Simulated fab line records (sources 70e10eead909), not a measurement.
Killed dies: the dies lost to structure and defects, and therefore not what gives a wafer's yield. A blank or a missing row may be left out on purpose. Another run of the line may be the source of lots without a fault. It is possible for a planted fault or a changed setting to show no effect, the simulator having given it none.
Which of the tools did it? + flow nand-harc + 24 lots with 72 wafers sampled at 6 steps, on a route of 1159 steps

== WHAT THE GAUGES SHOWED, per wafer ==
NHARC_P_M1_OVL_MEAS_10: pitch 260 nm. Usual: overlay-x-nm 0.0 nm, standard deviation 0.96; overlay-y-nm -0.2 nm, standard deviation 0.66.
| lot  | measured     | on         | overlay-x-nm (nm) | overlay-y-nm (nm) | flag |
|------|--------------|------------|-------------------|-------------------|------|
| L074 | day 6 03:03  | overlay-02 | -1.3 -1.4 -1.5    | -0.6 -0.2 -0.2    |      |
| L076 | day 6 15:27  | overlay-02 | -0.4 -0.4 -0.4    | -0.7 -0.2 -0.4    |      |
| L075 | day 6 15:49  | overlay-02 | -0.6 -0.7 -0.7    | -0.3 -0.9 -0.3    |      |
| L078 | day 6 23:53  | overlay-01 | 1.0 0.7 1.0       | -1.1 -1.1 -0.7    |      |
| L077 | day 7 04:29  | overlay-01 | -0.3 -0.5 -0.5    | 0.1 0.1 0.6       |      |
| L080 | day 7 05:29  | overlay-01 | -2.1 -1.9 -2.1    | -1.2 -1.1 -1.1    |      |
| L079 | day 7 06:13  | overlay-02 | 0.8 1.1 1.1       | -1.5 -0.7 -1.0    |      |
| L081 | day 7 16:32  | overlay-02 | -1.3 -1.5 -1.4    | -0.5 0.0 -0.7     |      |
| L083 | day 8 02:45  | overlay-02 | 1.3 0.7 0.8       | 0.3 -1.1 -0.3     |      |
| L082 | day 8 07:53  | overlay-02 | 0.6 0.2 0.7       | 0.2 0.5 -0.2      |      |
| L084 | day 8 16:48  | overlay-01 | 0.1 0.2 0.9       | -0.9 -0.8 -1.3    |      |
| L087 | day 9 06:19  | overlay-01 | -0.2 0.0 0.2      | -0.2 0.2 0.9      |      |
| L085 | day 9 06:28  | overlay-02 | 1.7 0.9 1.3       | 0.5 0.2 0.2       |      |
| L086 | day 9 06:52  | overlay-02 | 1.2 0.8 0.1       | 1.2 0.6 1.0       |      |
| L089 | day 9 21:59  | overlay-01 | -0.4 -0.4 -0.1    | -0.6 -0.1 -0.1    |      |
| L088 | day 9 22:35  | overlay-02 | 0.8 1.1 0.9       | 0.2 0.5 0.5       |      |
| L091 | day 10 04:08 | overlay-01 | -0.6 -1.0 -0.8    | -0.1 -0.2 0.0     |      |
| L090 | day 10 04:58 | overlay-01 | 1.1 0.4 1.5       | -0.5 -0.7 -0.2    |      |
| L093 | day 10 11:11 | overlay-02 | 0.2 0.0 1.0       | -0.7 -1.5 -0.8    |      |
| L092 | day 10 11:45 | overlay-01 | 1.0 1.0 0.6       | -1.0 -0.5 -0.7    |      |
| L094 | day 10 23:14 | overlay-02 | -0.8 -1.2 -1.1    | 1.2 1.4 1.5       |      |
| L095 | day 11 04:55 | overlay-02 | -0.1 -0.5 0.0     | -0.3 -0.3 -0.2    |      |
| L096 | day 11 05:56 | overlay-02 | -0.9 -0.8 -0.4    | 0.8 0.6 0.8       |      |
| L097 | day 11 22:23 | overlay-02 | -1.4 -1.1 -1.0    | -0.8 -0.3 -0.3    |      |

NHARC_P_M1_INSPECT_11. Usual: raw-defect-count at 4.0, with a standard deviation of 2.7.
| lot  | measured     | on                | raw-defect-count | flag |
|------|--------------|-------------------|------------------|------|
| L074 | day 6 03:05  | defect-inspect-01 | 5 4 2            |      |
| L076 | day 6 15:29  | defect-inspect-01 | 4 7 1            |      |
| L075 | day 6 15:52  | defect-inspect-01 | 4 1 3            |      |
| L078 | day 6 23:55  | defect-inspect-01 | 3 4 2            |      |
| L077 | day 7 04:31  | defect-inspect-01 | 2 1 0            |      |
| L080 | day 7 05:31  | defect-inspect-02 | 6 7 5            |      |
| L079 | day 7 06:15  | defect-inspect-01 | 6 12 4           |      |
| L081 | day 7 16:35  | defect-inspect-01 | 2 4 3            |      |
| L083 | day 8 02:47  | defect-inspect-01 | 1 2 3            |      |
| L082 | day 8 07:56  | defect-inspect-02 | 3 3 6            |      |
| L084 | day 8 16:50  | defect-inspect-02 | 10 8 6           |      |
| L087 | day 9 06:22  | defect-inspect-01 | 7 3 4            |      |
| L085 | day 9 06:30  | defect-inspect-02 | 5 1 3            |      |
| L086 | day 9 06:54  | defect-inspect-01 | 6 6 5            |      |
| L089 | day 9 22:01  | defect-inspect-01 | 3 1 2            |      |
| L088 | day 9 22:37  | defect-inspect-01 | 0 2 3            |      |
| L091 | day 10 04:10 | defect-inspect-01 | 5 4 2            |      |
| L090 | day 10 05:01 | defect-inspect-01 | 6 5 8            |      |
| L093 | day 10 11:14 | defect-inspect-02 | 13 6 5           |      |
| L092 | day 10 11:47 | defect-inspect-01 | 10 5 6           |      |
| L094 | day 10 23:16 | defect-inspect-01 | 6 4 5            |      |
| L095 | day 11 04:58 | defect-inspect-02 | 6 2 0            |      |
| L096 | day 11 05:58 | defect-inspect-02 | 1 3 1            |      |
| L097 | day 11 22:26 | defect-inspect-02 | 2 5 2            |      |

NHARC_P_BONDPAD_CD_MEAS_09: the cd target is 500 nm. Usual: cd-nm at 500.0 nm, with a standard deviation of 1.5.
| lot  | measured     | on        | cd-nm (nm)        | flag |
|------|--------------|-----------|-------------------|------|
| L074 | day 6 12:07  | cd-sem-01 | 498.8 497.3 497.2 |      |
| L076 | day 7 00:18  | cd-sem-01 | 498.7 497.8 498.5 |      |
| L075 | day 7 00:52  | cd-sem-02 | 499.0 500.7 501.3 |      |
| L078 | day 7 08:41  | cd-sem-01 | 500.0 499.9 499.2 |      |
| L077 | day 7 13:11  | cd-sem-02 | 501.5 502.3 502.2 |      |
| L080 | day 7 14:11  | cd-sem-01 | 498.1 496.9 497.9 |      |
| L079 | day 7 14:46  | cd-sem-03 | 500.0 499.5 500.2 |      |
| L081 | day 8 01:40  | cd-sem-03 | 500.5 499.0 499.1 |      |
| L083 | day 8 11:26  | cd-sem-02 | 501.4 497.8 499.4 |      |
| L082 | day 8 16:43  | cd-sem-03 | 501.2 501.1 501.9 |      |
| L084 | day 9 01:45  | cd-sem-01 | 502.4 499.0 501.2 |      |
| L087 | day 9 15:05  | cd-sem-02 | 500.3 498.1 499.0 |      |
| L085 | day 9 15:35  | cd-sem-01 | 498.5 499.3 499.2 |      |
| L086 | day 9 16:29  | cd-sem-01 | 499.6 501.2 501.3 |      |
| L089 | day 10 06:59 | cd-sem-02 | 498.8 499.0 498.5 |      |
| L088 | day 10 07:30 | cd-sem-03 | 498.7 498.6 497.3 |      |
| L091 | day 10 12:55 | cd-sem-01 | 500.7 502.6 498.6 |      |
| L090 | day 10 13:39 | cd-sem-01 | 502.4 503.5 502.6 |      |
| L093 | day 10 20:13 | cd-sem-03 | 500.5 499.7 500.5 |      |
| L092 | day 10 20:28 | cd-sem-02 | 501.2 502.2 499.4 |      |
| L094 | day 11 08:31 | cd-sem-01 | 499.6 501.2 501.2 |      |
| L095 | day 11 13:41 | cd-sem-02 | 500.4 500.8 499.7 |      |
| L096 | day 11 14:26 | cd-sem-02 | 501.2 501.3 500.7 |      |
| L097 | day 12 07:02 | cd-sem-03 | 500.6 502.1 501.3 |      |

== WHICH TOOL RAN EACH LOT (tool, then ch and the chambers of the sampled wafers, then the start) ==
| lot  | NHARC_P_GATE_DESCUM_48             | NHARC_P_CONTACT_CVD_23                   | NHARC_P_M0_PVD_21                       |
|------|------------------------------------|------------------------------------------|-----------------------------------------|
| L074 | rie-diel-12 ch 2,3, day 5 04:01    | cvd-w-02 ch 0,1, day 6 03:03 or earlier  | pvd-sputter-03, day 6 03:03 or earlier  |
| L076 | rie-diel-12 ch 1,2, day 5 20:35    | cvd-w-01 ch 0,1, day 6 15:27 or earlier  | pvd-sputter-03, day 6 15:27 or earlier  |
| L075 | rie-diel-12 ch 1,3, day 5 21:01    | cvd-w-02 ch 0,1, day 6 15:49 or earlier  | pvd-sputter-01, day 6 15:49 or earlier  |
| L078 | rie-diel-11 ch 0,2,3, day 6 06:05  | cvd-w-01 ch 0,1, day 6 23:53 or earlier  | pvd-sputter-01, day 6 23:53 or earlier  |
| L077 | rie-diel-12 ch 1,2,3, day 6 07:49  | cvd-w-01 ch 0,1, day 7 04:29 or earlier  | pvd-sputter-03, day 7 04:29 or earlier  |
| L080 | rie-diel-11 ch 0,1,3, day 6 13:10  | cvd-w-01 ch 0,1, day 7 05:29 or earlier  | pvd-sputter-02, day 7 05:29 or earlier  |
| L079 | rie-diel-11 ch 0,1, day 6 14:06    | cvd-w-01 ch 0, day 7 06:13 or earlier    | pvd-sputter-02, day 7 06:13 or earlier  |
| L081 | rie-diel-11 ch 0,1,3, day 6 22:42  | cvd-w-01 ch 0,1, day 7 16:32 or earlier  | pvd-sputter-01, day 7 16:32 or earlier  |
| L083 | rie-diel-11 ch 1,3, day 7 10:40    | cvd-w-02 ch 0,1, day 8 02:45 or earlier  | pvd-sputter-03, day 8 02:45 or earlier  |
| L082 | rie-diel-11 ch 1,3, day 7 10:57    | cvd-w-02 ch 0,1, day 8 07:53 or earlier  | pvd-sputter-01, day 8 07:53 or earlier  |
| L084 | rie-diel-01 ch 1,2,3, day 7 23:41  | cvd-w-01 ch 0,1, day 8 16:48 or earlier  | pvd-sputter-02, day 8 16:48 or earlier  |
| L087 | rie-diel-12 ch 1,2,3, day 8 11:45  | cvd-w-02 ch 1, day 9 06:19 or earlier    | pvd-sputter-03, day 9 06:19 or earlier  |
| L085 | rie-diel-01 ch 0,2,3, day 8 11:59  | cvd-w-02 ch 0,1, day 9 06:28 or earlier  | pvd-sputter-01, day 9 06:28 or earlier  |
| L086 | rie-diel-11 ch 1,3, day 8 12:16    | cvd-w-01 ch 0,1, day 9 06:52 or earlier  | pvd-sputter-01, day 9 06:52 or earlier  |
| L089 | rie-diel-01 ch 0,1,2, day 8 20:59  | cvd-w-01 ch 0,1, day 9 21:59 or earlier  | pvd-sputter-03, day 9 21:59 or earlier  |
| L088 | rie-diel-12 ch 0,1,2, day 8 21:10  | cvd-w-01 ch 1, day 9 22:35 or earlier    | pvd-sputter-01, day 9 22:35 or earlier  |
| L091 | rie-diel-01 ch 0,2,3, day 9 06:16  | cvd-w-02 ch 0,1, day 10 04:08 or earlier | pvd-sputter-03, day 10 04:08 or earlier |
| L090 | rie-diel-11 ch 0,2, day 9 08:18    | cvd-w-02 ch 0,1, day 10 04:58 or earlier | pvd-sputter-03, day 10 04:58 or earlier |
| L093 | rie-diel-11 ch 1,2,3, day 9 18:52  | cvd-w-01 ch 0, day 10 11:11 or earlier   | pvd-sputter-03, day 10 11:11 or earlier |
| L092 | rie-diel-11 ch 0,1,2, day 9 19:02  | cvd-w-01 ch 0,1, day 10 11:45 or earlier | pvd-sputter-03, day 10 11:45 or earlier |
| L094 | rie-diel-12 ch 1,3, day 10 02:01   | cvd-w-02 ch 0,1, day 10 23:14 or earlier | pvd-sputter-03, day 10 23:14 or earlier |
| L095 | rie-diel-11 ch 0,1, day 10 12:47   | cvd-w-02 ch 0,1, day 11 04:55 or earlier | pvd-sputter-02, day 11 04:55 or earlier |
| L096 | rie-diel-12 ch 0,1,3, day 10 13:02 | cvd-w-01 ch 0,1, day 11 05:56 or earlier | pvd-sputter-01, day 11 05:56 or earlier |
| L097 | rie-diel-12 ch 0,1,3, day 11 05:17 | cvd-w-02 ch 1, day 11 22:23 or earlier   | pvd-sputter-02, day 11 22:23 or earlier |
- NHARC_P_GATE_DESCUM_48: chemistry O2, time 3 s.
- NHARC_P_CONTACT_CVD_23: deposits W, target thk 200 nm, time 557 s.
- NHARC_P_M0_PVD_21: deposits Cu, target thk 30 nm, time 20.49 s.

== WHAT THE TOOLS THEMSELVES READ (means of the sampled wafers that have a number; where no wafer has one, the mark that the record gives instead) ==
NHARC_P_GATE_DESCUM_48. Usual: drypump-motor-current-A 5.6 A, standard deviation 0.42; oes-product-au 1.000 a.u., standard deviation 0.0078; rf-vpp-V 57.8 V, standard deviation 0.96; showerhead-plenum-p-Torr 1.94 Torr, standard deviation 0.11; throttle-valve-pct 11.311 %, standard deviation 0.0081.
| lot  | tool        | drypump-motor-current-A (A) | oes-product-au (a.u.) | rf-vpp-V (V) | showerhead-plenum-p-Torr (Torr) | throttle-valve-pct (%) | flag |
|------|-------------|-----------------------------|-----------------------|--------------|---------------------------------|------------------------|------|
| L074 | rie-diel-12 | 5.0                         | 1.009                 | 57.7         | 1.79                            | 11.312                 |      |
| L076 | rie-diel-12 | 4.9                         | 1.001                 | 57.3         | 1.88                            | 11.313                 |      |
| L075 | rie-diel-12 | 5.3                         | 1.008                 | 57.9         | 1.86                            | 11.315                 |      |
| L078 | rie-diel-11 | 5.7                         | 1.002                 | 57.6         | 1.93                            | 11.304                 |      |
| L077 | rie-diel-12 | 5.1                         | 1.009                 | 57.6         | 1.86                            | 11.316                 |      |
| L080 | rie-diel-11 | 5.7                         | 0.998                 | 57.6         | 2.01                            | 11.318                 |      |
| L079 | rie-diel-11 | 5.6                         | 1.002                 | 57.6         | 2.04                            | 11.313                 |      |
| L081 | rie-diel-11 | 5.7                         | 0.996                 | 58.1         | 2.01                            | 11.311                 |      |
| L083 | rie-diel-11 | 5.7                         | 1.002                 | 58.2         | 2.01                            | 11.308                 |      |
| L082 | rie-diel-11 | 5.6                         | 1.000                 | 58.6         | 2.01                            | 11.311                 |      |
| L084 | rie-diel-01 | 6.2                         | 1.001                 | 58.0         | 1.96                            | 11.297                 |      |
| L087 | rie-diel-12 | 5.1                         | 0.999                 | 56.7         | 1.86                            | 11.305                 |      |
| L085 | rie-diel-01 | 6.4                         | 0.995                 | 58.9         | 1.91                            | 11.311                 |      |
| L086 | rie-diel-11 | 5.7                         | 1.003                 | 57.2         | 1.98                            | 11.311                 |      |
| L089 | rie-diel-01 | 6.3                         | 0.999                 | 57.4         | 1.89                            | 11.314                 |      |
| L088 | rie-diel-12 | 5.2                         | 0.993                 | 57.5         | 1.86                            | 11.312                 |      |
| L091 | rie-diel-01 | 6.4                         | 1.003                 | 57.7         | 1.91                            | 11.312                 |      |
| L090 | rie-diel-11 | 5.6                         | 0.995                 | 58.2         | 1.96                            | 11.305                 |      |
| L093 | rie-diel-11 | 5.7                         | 1.000                 | 58.0         | 1.93                            | 11.319                 |      |
| L092 | rie-diel-11 | 5.7                         | 0.990                 | 57.8         | 1.96                            | 11.310                 |      |
| L094 | rie-diel-12 | 5.3                         | 1.006                 | 57.8         | 2.04                            | 11.313                 |      |
| L095 | rie-diel-11 | 5.6                         | 0.994                 | 59.1         | 2.04                            | 11.317                 |      |
| L096 | rie-diel-12 | 5.4                         | 1.008                 | 58.4         | 2.05                            | 11.312                 |      |
| L097 | rie-diel-12 | 5.4                         | 1.000                 | 58.0         | 2.05                            | 11.308                 |      |

NHARC_P_CONTACT_CVD_23. Usual: heater-power-w 458 W, standard deviation 44; mfc-h2-sccm 1601 sccm, standard deviation 4.8; throttle-valve-pct 7.84 %, standard deviation 0.29.
| lot  | tool     | heater-power-w (W) | mfc-h2-sccm (sccm) | throttle-valve-pct (%) | flag |
|------|----------|--------------------|--------------------|------------------------|------|
| L074 | cvd-w-02 | 481                | 1600               | 8.03                   |      |
| L076 | cvd-w-01 | 433                | 1604               | 7.78                   |      |
| L075 | cvd-w-02 | 489                | 1604               | 8.11                   |      |
| L078 | cvd-w-01 | 452                | 1607               | 7.50                   |      |
| L077 | cvd-w-01 | 433                | 1605               | 7.69                   |      |
| L080 | cvd-w-01 | 452                | 1597               | 7.64                   |      |
| L079 | cvd-w-01 | 430                | 1604               | 7.87                   |      |
| L081 | cvd-w-01 | 452                | 1598               | 7.69                   |      |
| L083 | cvd-w-02 | 453                | 1599               | 8.10                   |      |
| L082 | cvd-w-02 | 458                | 1598               | 8.20                   |      |
| L084 | cvd-w-01 | 436                | 1604               | 7.70                   |      |
| L087 | cvd-w-02 | 517                | 1601               | 8.29                   |      |
| L085 | cvd-w-02 | 492                | 1600               | 8.06                   |      |
| L086 | cvd-w-01 | 455                | 1602               | 7.70                   |      |
| L089 | cvd-w-01 | 440                | 1607               | 7.79                   |      |
| L088 | cvd-w-01 | 471                | 1606               | 7.53                   |      |
| L091 | cvd-w-02 | 497                | 1601               | 8.00                   |      |
| L090 | cvd-w-02 | 491                | 1599               | 8.01                   |      |
| L093 | cvd-w-01 | 426                | 1598               | 7.69                   |      |
| L092 | cvd-w-01 | 440                | 1604               | 7.78                   |      |
| L094 | cvd-w-02 | 485                | 1604               | 7.96                   |      |
| L095 | cvd-w-02 | 455                | 1602               | 7.98                   |      |
| L096 | cvd-w-01 | 438                | 1597               | 7.74                   |      |
| L097 | cvd-w-02 | 542                | 1604               | 8.01                   |      |

NHARC_P_M0_PVD_21. Usual: throttle-valve-pct at 29.8 %, with a standard deviation of 0.82.
| lot  | tool           | throttle-valve-pct (%) | flag |
|------|----------------|------------------------|------|
| L074 | pvd-sputter-03 | 29.4                   |      |
| L076 | pvd-sputter-03 | 29.1                   |      |
| L075 | pvd-sputter-01 | 29.8                   |      |
| L078 | pvd-sputter-01 | 30.6                   |      |
| L077 | pvd-sputter-03 | 29.6                   |      |
| L080 | pvd-sputter-02 | 30.2                   |      |
| L079 | pvd-sputter-02 | 30.1                   |      |
| L081 | pvd-sputter-01 | 29.2                   |      |
| L083 | pvd-sputter-03 | 29.9                   |      |
| L082 | pvd-sputter-01 | 29.7                   |      |
| L084 | pvd-sputter-02 | 29.4                   |      |
| L087 | pvd-sputter-03 | 29.3                   |      |
| L085 | pvd-sputter-01 | 29.8                   |      |
| L086 | pvd-sputter-01 | 30.4                   |      |
| L089 | pvd-sputter-03 | 29.4                   |      |
| L088 | pvd-sputter-01 | 29.9                   |      |
| L091 | pvd-sputter-03 | 29.4                   |      |
| L090 | pvd-sputter-03 | 29.6                   |      |
| L093 | pvd-sputter-03 | 30.2                   |      |
| L092 | pvd-sputter-03 | 29.8                   |      |
| L094 | pvd-sputter-03 | 29.8                   |      |
| L095 | pvd-sputter-02 | 30.6                   |      |
| L096 | pvd-sputter-01 | 29.6                   |      |
| L097 | pvd-sputter-02 | 29.4                   |      |

== THE ANSWER, worked out from the rows above alone ==
Rule: lot off if the mean of its wafers having a number is beyond 3 standard deviations from the usual mean. Also off: a lot with no number at a reading for which 4 or more lots have one. All remaining lots with rows at the step are treated as sound. First the gauges in route order, then the tools' own readings, where a lot's mean is used as printed above. The first step at which some lot is off is used, and at that step the reading that is off furthest; a lot without a number counts as furthest.
Across all readings shown, no lot is off: no conclusion can be drawn from this.

== WHAT THE SIMULATOR HAD INSERTED ==
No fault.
